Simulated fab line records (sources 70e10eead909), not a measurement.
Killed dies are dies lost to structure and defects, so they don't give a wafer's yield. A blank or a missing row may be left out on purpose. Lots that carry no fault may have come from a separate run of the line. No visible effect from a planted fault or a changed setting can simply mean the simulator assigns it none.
Comparing a struck lot with a sound one || flow nand harc || 45 steps out of a route of 1159
Sound: wafers L896.2, L896.5, L896.6. Wafers struck: L910.1, L910.5, L910.6. The cause comes at the end.
At each step with rows: each side's tool, then ch and its chambers, then its first start. Under that, the readings that differ: sound wafers || struck wafers || difference of the means || sigmas: that difference in standard deviations of wafers without a fault.
alike: words and numbers the same on both sides, and readings whose means are apart by under 2 such deviations; not compared: readings that were withheld, readings missing a value for some wafer, numbers with overlapping values and no deviation given by the record, and bounds like >300 which may hide the same value.
Wherever a step has rows on one side only, a row that says differs or no value, or a row with sigmas, the two part there. When numbers do not overlap yet have no deviation, they are printed without sigmas and do not part them. A reading that every wafer of one side lacks parts them only if that side has two wafers or more.

first, 2 steps without rows for these wafers: NHARC_P_GATE_HM_OPEN_105 (chemistry O2/COS, target depth 360 nm); NHARC_P_GATE_STRIP_106 (strips in O2/COS).
NHARC_P_GATE_ETCH_114: etches the open film in CF4/O2, target depth 30 nm, overetch 3 nm, time 16.5 s.
  sound: rie diel-05 ch 1,3; struck: rie diel-11 ch 1,2,3
  alike: drypump motor current A, o2 flow sccm, oes_o_777_au, oes product au, rf fwd power W, rf vpp V, showerhead plenum p Torr, throttle valve pct
  not compared: rf hours counter h
then, 2 steps without rows for these wafers: NHARC_P_GATE_ETCH_32 (etches the open film in HBr/Cl2, target depth 150 nm, time 100.1 s); NHARC_P_GATE_STRIP_108 (strips in O2).
NHARC_P_GATE_CD_MEAS_33:
  struck on cd sem-02, day 8 12:58; sound on cd sem-01, day 4 17:51
  alike: cd nm
then, 3 steps without rows for these wafers: NHARC_P_GATE_STRIP_35 (strips in SPM, time 600 s); NHARC_P_GATE_PRECLEAN_73 (cleans in SC1); NHARC_P_GATE_SRD_74.
NHARC_P_GATE_ALD_36: deposits SiNx, target thk 20 nm, pulse time 60 s, ald cycles 223.
  sound on ald sin-03 ch 0,3, day 4 18:18; struck on ald sin-03 ch 0,1, day 8 13:25
  alike: heater power outer w, heater power w, precursor pulse height rel
NHARC_P_GATE_ETCHBACK_37: etches the open film in CHF3/O2, target depth 34.5 nm, time 17.2 s.
  sound: rie diel-05 ch 1,2,3; struck: rie diel-05 ch 2,3
  alike: chf3 flow sccm, drypump motor current A, o2 flow sccm, oes product au, rf fwd power W, rf vpp V, showerhead plenum p Torr, throttle valve pct
  not compared: rf hours counter h
NHARC_P_GATE_STRIP_101: strips in O2, time 20 s.
  sound on rie diel-05 ch 1,2,3, day 5 04:03; struck on rie diel-05 ch 1,2, day 8 23:07
  alike: drypump motor current A, o2 flow sccm, oes product au, rf vpp V, showerhead plenum p Torr, throttle valve pct
  not compared: rf hours counter h
NHARC_P_GATE_PRECLEAN_97: cleans in SPM, time 600 s.
  sound on wet bench-02 ch 1,2,7, day 5 04:09; struck on wet bench-03 ch 0,1,5, day 8 23:13
then, 11 steps without rows for these wafers: NHARC_P_GATE_SRD_98; NHARC_P_GATE_PRECLEAN_99 (cleans in SC1); NHARC_P_GATE_SRD_100; NHARC_P_GATE_DEHYDRATE_38 (time 120 s); NHARC_P_GATE_HMDS_39 (time 30 s); NHARC_P_GATE_COAT_40; NHARC_P_GATE_SOFTBAKE_41 (time 95 s); NHARC_P_GATE_EBR_42; NHARC_P_GATE_EXPOSE_43 (exposes mask P NSD, target cd 720 nm); NHARC_P_GATE_PEB_44 (peb time 85 s); NHARC_P_GATE_DEVELOP_45 (time 70 s).
NHARC_P_GATE_CD_MEAS_46: the cd target is 720 nm.
  sound on cd sem-03 ch 0, day 5 04:59; struck on cd sem-03 ch 0, day 8 23:55
  alike: cd nm
then, 1 step without rows for these wafers: NHARC_P_GATE_HARDBAKE_47 (time 80 s).
NHARC_P_GATE_DESCUM_48: chemistry O2, time 3 s.
  sound on rie diel-11 ch 0,1,2, day 5 05:09; struck on rie diel-05 ch 2,3, day 9 00:07
{"reading": "oes product au (a.u.)", "sound": "0.986 0.979 0.993", "struck": "1.005 1.000 1.000", "difference": "+0.016", "sigmas": "+2"}
  alike: drypump motor current A, o2 flow sccm, rf vpp V, showerhead plenum p Torr, throttle valve pct
  not compared: rf hours counter h
then, 12 steps without rows for these wafers: NHARC_P_GATE_IMPLANT_49; NHARC_P_GATE_STRIP_111 (strips in N2/H2, time 250 s); NHARC_P_GATE_STRIP_75 (strips in O2); NHARC_P_GATE_STRIP_50 (strips in SPM, time 900 s); NHARC_P_GATE_DEHYDRATE_51 (time 120 s); NHARC_P_GATE_HMDS_52 (time 30 s); NHARC_P_GATE_COAT_53; NHARC_P_GATE_SOFTBAKE_54 (time 95 s); NHARC_P_GATE_EBR_55; NHARC_P_GATE_EXPOSE_56 (exposes mask P PSD, target cd 720 nm); NHARC_P_GATE_PEB_57 (peb time 85 s); NHARC_P_GATE_DEVELOP_58 (time 70 s).
NHARC_P_GATE_CD_MEAS_59: the cd target is 720 nm.
  sound on cd sem-01 ch 0, day 5 07:26; struck on cd sem-02 ch 0, day 9 01:34
  alike: cd nm
then, 2 steps without rows for these wafers: NHARC_P_GATE_HARDBAKE_60 (time 80 s); NHARC_P_GATE_DESCUM_61 (chemistry O2, time 3 s).
NHARC_P_GATE_INSPECT_68:
  struck on defect inspect-02, day 9 06:38; sound on defect inspect-01, day 5 13:32
{"reading": "raw defect count", "sound": "156 146 109", "struck": "840 788 787", "difference": "+668", "sigmas": "+10"}
  not compared: hold
NHARC_P_CONTACT_DEP_30: deposits SiNx, target thk 30 nm.
  sound on pecvd-03 ch 1,2, day 5 13:38; struck on pecvd-02 ch 0,2, day 9 10:59
{"reading": "hold", "sound": "- - -", "struck": "await dispo/4.0h/release await dispo/4.0h/release await dispo/4.0h/release", "difference": "no value on the sound wafers", "sigmas": ""}
  alike: heater power outer w, heater power w, rf fwd power W
NHARC_END_SORT_01:
  the record has rows for the sound wafers here (prober-01 ch 0, day 19 19:11) and none for the struck ones

WHERE THEY PART
First at NHARC_P_GATE_DESCUM_48; last, within this record, at NHARC_END_SORT_01.

WHY: what the simulator had put in
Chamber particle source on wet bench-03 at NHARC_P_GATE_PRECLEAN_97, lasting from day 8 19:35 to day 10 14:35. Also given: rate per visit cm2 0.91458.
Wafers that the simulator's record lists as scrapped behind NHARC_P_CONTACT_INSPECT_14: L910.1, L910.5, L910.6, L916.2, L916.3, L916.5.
